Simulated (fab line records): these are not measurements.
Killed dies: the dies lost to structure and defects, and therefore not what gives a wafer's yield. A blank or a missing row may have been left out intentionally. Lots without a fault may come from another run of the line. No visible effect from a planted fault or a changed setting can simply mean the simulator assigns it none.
Lot-split experiment    flow n5-finfet    on a route of 1938 steps: 7 lots, 21 wafers read

== SPLIT DETAILS ==
At N5_MOL_CONTACT_COAG_ALD_27 (deposits SiOC, target thk 17 nm, pulse time 1.5 s, time 2720 s), the setting ald-cycles was moved away from the recipe's 340 on 6 of the 21 wafers read, by -5.6% to +15.0%. The other wafers ran this setting at the recipe's value.

Reading taken at the split's own step.

== THE READING ==
SiOC_of_MOL_CONTACT_COAG_ALD_27.thk-nm (the simulator's own value, which no gauge read), in nm, at N5_MOL_CONTACT_COAG_ALD_27 (deposits SiOC, target thk 17 nm, pulse time 1.5 s, time 2720 s). No usual value for it is given in the file. Across the 15 wafers here that went through the recipe, the average is 17.0 nm and the standard deviation 0.068 nm.

wafer   tool, chamber at the split  ald-cycles as run  against the recipe  SiOC_of_MOL_CONTACT_COAG_ALD_27.thk-nm, nm  against lot-mates on the recipe
L077.1  ald-sin-01, 2               321                -5.6%               16                                          -0.8
L077.6  ald-sin-01, 2               321                -5.6%               16                                          -0.8
L077.5  ald-sin-01, 1               340                recipe              16.8                                        -
L084.2  ald-sin-03, 1,2             340                recipe              17                                          -
L084.5  ald-sin-03, 1,2             340                recipe              17                                          -
L084.6  ald-sin-03, 1               322                -5.3%               16.2                                        -0.8
L086.2  ald-sin-04, 2,3,2           340                recipe              17                                          -
L086.5  ald-sin-04, 2,3,2           340                recipe              17                                          -
L086.6  ald-sin-04, 2,3,2           340                recipe              17                                          -
L087.1  ald-sin-04, 1               391                +15.0%              19.6                                        +2.6
L087.3  ald-sin-04, 2               340                recipe              17                                          -
L087.4  ald-sin-04, 0               391                +15.0%              19.2                                        +2.2
L090.1  ald-sin-01, 2,0,1           340                recipe              17                                          -
L090.3  ald-sin-01, 2,0,1           340                recipe              17                                          -
L090.4  ald-sin-01, 2,0,1           340                recipe              17                                          -
L094.2  ald-sin-01, 1,0             340                recipe              17                                          -
L094.4  ald-sin-01, 1,0             340                recipe              17                                          -
L094.5  ald-sin-01, 0               340                recipe              16.8                                        -
L096.2  ald-sin-04, 1,2             340                recipe              17                                          -
L096.5  ald-sin-04, 1,2             340                recipe              17                                          -
L096.6  ald-sin-04, 3               385                +13.2%              19.2                                        +2.2
When a row names more than one chamber, that row covers several wafers, and the file does not tell which wafer ran in which chamber.

FIT RESULTS
A straight line over all 21 wafers: SiOC_of_MOL_CONTACT_COAG_ALD_27.thk-nm changes by +0.164 nm for each +1% of ald-cycles; r = +1.00; the points scatter about the line by 0.095 nm.
The same after taking each lot's own level away (the mean of its wafers on the recipe; 21 wafers): +0.159 nm for each +1%; r = +1.00; scatter 0.082 nm.
The reading moves by 2.4 nm for the largest change in ald-cycles, on that fit.
From 16.80 to 17.00 nm: that is the span of the lots' own levels, equal to 2.9 times the standard deviation above.
Consequently the slope shifts little with the lot-to-lot level, the two slopes agreeing.
Check: +2.31 nm against its lot-mates is what the line predicts for one of the wafers moved furthest among these (+15.0%) when that wafer is left out of the fit. Against them it came out at +2.6 nm.

== OTHER SPLITS ON THESE WAFERS ==
Note: prior to the reading, these wafers also went through further splits. Each is held against what the fit with the lots' levels taken away leaves over:
other split on the same wafers      wafers away from the commonest value  r with SiOC_of_MOL_CONTACT_COAG_ALD_27.thk-nm (lot level and that fit taken away)
N5_DUMMY_GATE_COAT_28 spin-rpm      9                                     -0.12
N5_SD_EPI_N_ETCH_45 target-depth-a  12                                    +0.16
N5_HKMG_FIN_HK_ALD_01 ald-cycles    7                                     -0.41
N5_GATE_CUT_EXPOSE_10 dose-mj       9                                     -0.37
N5_GATE_CUT_DESCUM_18 time-s        8                                     -0.08

== FILE'S OWN FIT ==
SiOC_of_MOL_CONTACT_COAG_ALD_27.thk-nm changes by +0.161 nm for each +1% of ald-cycles, r = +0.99.
